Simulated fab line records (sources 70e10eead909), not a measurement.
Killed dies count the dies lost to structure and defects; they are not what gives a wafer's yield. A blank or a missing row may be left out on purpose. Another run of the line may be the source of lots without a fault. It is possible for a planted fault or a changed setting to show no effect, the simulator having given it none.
Chamber matching + flow nand-harc + rie-diel-07 running NHARC_A_BLC_STRIP_21: 4 sister chambers
The step strips in O2. 27 wafers are shown with their chamber, then 12 later ones without.

WAFERS WITH THEIR CHAMBER
| wafer  | chamber | showerhead-plenum-p-Torr (Torr) | drypump-motor-current-A (A) | oes-product-au (a.u.) |
|--------|---------|---------------------------------|-----------------------------|-----------------------|
| L074.1 | 3       | 3.51                            | 5.52                        | 1.001                 |
| L074.2 | 1       | 3.70                            | 5.89                        | 0.992                 |
| L074.3 | 0       | 3.29                            | 5.87                        | 0.991                 |
| L078.2 | 0       | 3.29                            | 5.85                        | 0.977                 |
| L078.5 | 0       | 3.28                            | 5.84                        | 0.980                 |
| L078.6 | 3       | 3.51                            | 5.51                        | 0.984                 |
| L079.1 | 2       | 3.34                            | 6.04                        | 1.011                 |
| L079.4 | 3       | 3.51                            | 5.50                        | 1.000                 |
| L079.6 | 2       | 3.34                            | 6.07                        | 1.009                 |
| L076.2 | 2       | 3.34                            | 6.07                        | 1.007                 |
| L076.5 | 1       | 3.70                            | 5.87                        | 1.005                 |
| L076.6 | 0       | 3.28                            | 5.87                        | 0.969                 |
| L084.4 | 1       | 3.70                            | 5.87                        | 1.001                 |
| L084.5 | 1       | 3.70                            | 5.89                        | 1.004                 |
| L084.6 | 2       | 3.34                            | 6.09                        | 1.012                 |
| L081.1 | 0       | 3.28                            | 5.88                        | 0.977                 |
| L081.2 | 3       | 3.51                            | 5.54                        | 0.988                 |
| L081.5 | 2       | 3.34                            | 6.08                        | 1.002                 |
| L080.1 | 3       | 3.51                            | 5.51                        | 0.983                 |
| L080.5 | 3       | 3.51                            | 5.50                        | 0.990                 |
| L080.6 | 0       | 3.28                            | 5.86                        | 0.968                 |
| L083.1 | 1       | 3.70                            | 5.90                        | 0.996                 |
| L083.2 | 3       | 3.51                            | 5.50                        | 0.982                 |
| L083.5 | 3       | 3.51                            | 5.49                        | 0.983                 |
| L082.1 | 0       | 3.28                            | 5.86                        | 0.971                 |
| L082.2 | 2       | 3.34                            | 6.05                        | 0.999                 |
| L082.5 | 3       | 3.51                            | 5.50                        | 0.982                 |

SIGNATURES (means of the wafers above)
| reading                  | chamber 0 | chamber 1 | chamber 2 | chamber 3 | scatter within a chamber |
|--------------------------|-----------|-----------|-----------|-----------|--------------------------|
| showerhead-plenum-p-Torr | 3.2829    | 3.7000    | 3.3400    | 3.5100    | 0.00249                  |
| drypump-motor-current-A  | 5.8614    | 5.8840    | 6.0667    | 5.5078    | 0.0152                   |
| oes-product-au           | 0.97614   | 0.99960   | 1.00667   | 0.98811   | 0.00689                  |
Rule: distance of a wafer from a chamber = root of the sum over the readings of ((wafer's reading minus chamber's mean) / reading's scatter) squared. If the next closest chamber is less than 2 further off than the closest, the wafer can't be placed; otherwise it belongs to the closest. The scatter: the root of (the sum of the squares of (reading less its chamber's mean) over the shown wafers, divided by (wafers less chambers)).

WAFERS WITHOUT THEIR CHAMBER
| wafer  | showerhead-plenum-p-Torr (Torr) | drypump-motor-current-A (A) | oes-product-au (a.u.) |
|--------|---------------------------------|-----------------------------|-----------------------|
| L092.1 | 3.34                            | 6.07                        | 0.997                 |
| L092.2 | 3.50                            | 5.53                        | 1.000                 |
| L092.6 | 3.50                            | 5.51                        | 0.989                 |
| L089.1 | 3.70                            | 5.88                        | 1.023                 |
| L089.3 | 3.28                            | 5.87                        | 0.988                 |
| L089.6 | 3.34                            | 6.08                        | 0.991                 |
| L094.2 | 3.28                            | 5.85                        | 0.971                 |
| L094.4 | 3.50                            | 5.55                        | 0.994                 |
| L094.5 | 3.28                            | 5.86                        | 0.975                 |
| L095.3 | 3.33                            | 6.11                        | 1.003                 |
| L095.4 | 3.28                            | 5.86                        | 0.981                 |
| L095.5 | 3.70                            | 5.87                        | 1.008                 |

WHICH CHAMBER EACH ONE RAN IN
| wafer  | from the rows above | in truth |
|--------|---------------------|----------|
| L092.1 | 2                   | 2        |
| L092.2 | 3                   | 3        |
| L092.6 | 3                   | 3        |
| L089.1 | 1                   | 1        |
| L089.3 | 0                   | 0        |
| L089.6 | 2                   | 2        |
| L094.2 | 0                   | 0        |
| L094.4 | 3                   | 3        |
| L094.5 | 0                   | 0        |
| L095.3 | 2                   | 2        |
| L095.4 | 0                   | 0        |
| L095.5 | 1                   | 1        |
Correctly placed: 12 of 12. Number that these rows cannot place: 0. Placed wrongly: 0.
